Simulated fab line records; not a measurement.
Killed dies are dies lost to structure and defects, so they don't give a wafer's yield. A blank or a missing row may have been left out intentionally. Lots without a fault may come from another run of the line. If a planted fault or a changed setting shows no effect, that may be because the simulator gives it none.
8D (eight disciplines) problem report, filled in by code + flow nand_harc + the parts of the form that need people (team, actions taken, sign-off) are left out

== 1. WHAT IS WRONG ==
Wafers without a fault read 31, standard deviation 12; killed_at_array at NHARC_END_SORT_01 reads a mean of 674 on 6 wafers belonging to 2 lots. Measured from the usual mean, that is +54 standard deviations.
Seen first at day 22 04:41 on prober-01, wafer L947.1. Wafers with a number at this step in the record: 10, from 4 lots. Rule for "out" (also "out of limits"): further than 4 standard deviations from the usual mean. Any other wafer with a number is counted as sound.

== 2. WHAT IT IS; WHAT IT IS NOT ==
| question                    | is                           | is not                                                                   |
|-----------------------------|------------------------------|--------------------------------------------------------------------------|
| which readings at this step | killed_at_array, killed_dies | killed_at_periphery, killed_open, killed_short                           |
| which lots                  | L947, L952                   | L954, L957                                                               |
| which wafers of those lots  | all that have a number       | -                                                                        |
| read on which gauges        | prober-01                    | prober-02                                                                |
| when                        | from day 22 04:41            | up to then (0 sound wafers); but 4 sound wafers of L954, L957 came after |

== 3. SUSPECTS, AND WHAT RULES EACH OUT ==
Counting: any tool at a process step up to the reading is kept as a suspect provided that every lot that is out went through it and no sound lot did after the first of them.
- the gauge at NHARC_END_SORT_01: ruled out. All the wafers that are out were read on prober-01, but those of them that NHARC_A_STAIRCASE_ETCH_15 has rows for are out there too, on other tools.
- rie_diel-08 at NHARC_A_STAIRCASE_ETCH_15 (etches the open film in C4F8/O2, target depth 100 nm, time 40.5 s): kept. It ran every lot that is out, first L947 (day 13 14:01), and no sound lot after that. On those wafers its own readings are out: oes_product_au.
- rie_diel-13 at NHARC_A_STAIRCASE_TRIM_22 (chemistry O2, time 211.2 s): ruled out as a lasting fault. After its first lot that is out, L947 (day 22 04:41), sound lots L954 ran on it. NHARC_A_STAIRCASE_TRIM_22 gives no start for some lots, so the hours and the order of its lots are those of NHARC_END_SORT_01.
After counting, what remains is rie_diel-08 at NHARC_A_STAIRCASE_ETCH_15.

== 4. THE CAUSE (what the simulator had put in) ==
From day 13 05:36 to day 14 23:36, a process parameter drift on rie_diel-08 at NHARC_A_STAIRCASE_ETCH_15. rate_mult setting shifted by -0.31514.
Counting left only this tool.

== 5. THE CHAIN OF EFFECTS, in route order ==
One row per reading whose mean, taken over the struck wafers that have a number, lies over 3 standard deviations from the usual. Only readings whose record carries a usual standard deviation are examined. hours: median over the lots of the time between each lot's start at the first step of this table that gives one and its start at this step. sigmas: the change, counted in usual standard deviations.
| hours | step                      | reading         | usual      | on struck wafers | change | sigmas |
|-------|---------------------------|-----------------|------------|------------------|--------|--------|
| 0     | NHARC_A_STAIRCASE_ETCH_15 | oes_product_au  | 0.939 a.u. | 0.760            | -0.179 | -16    |
| 207   | NHARC_END_SORT_01         | killed_at_array | 31         | 674              | +643   | +54    |
| 207   | NHARC_END_SORT_01         | killed_dies     | 35         | 677              | +642   | +54    |
Its process steps:
- NHARC_A_STAIRCASE_ETCH_15: etches the open film in C4F8/O2, target depth 100 nm, time 40.5 s.

== 6. WHAT WOULD HAVE CAUGHT IT SOONER ==
The first out-of-limits reading at a measuring or inspecting step in this record came at day 22 04:41, 215 hours after the fault's start at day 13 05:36.
At NHARC_A_STAIRCASE_ETCH_15, the tool's own readings (oes_product_au) were out on each struck wafer the step has a row for, so an alarm limit on them would have fired on the first such wafer.
By day 22 04:41, every lot that is out (2) had started NHARC_A_STAIRCASE_ETCH_15 on rie_diel-08. Had the tool been put on hold then, not one of them would have been saved.
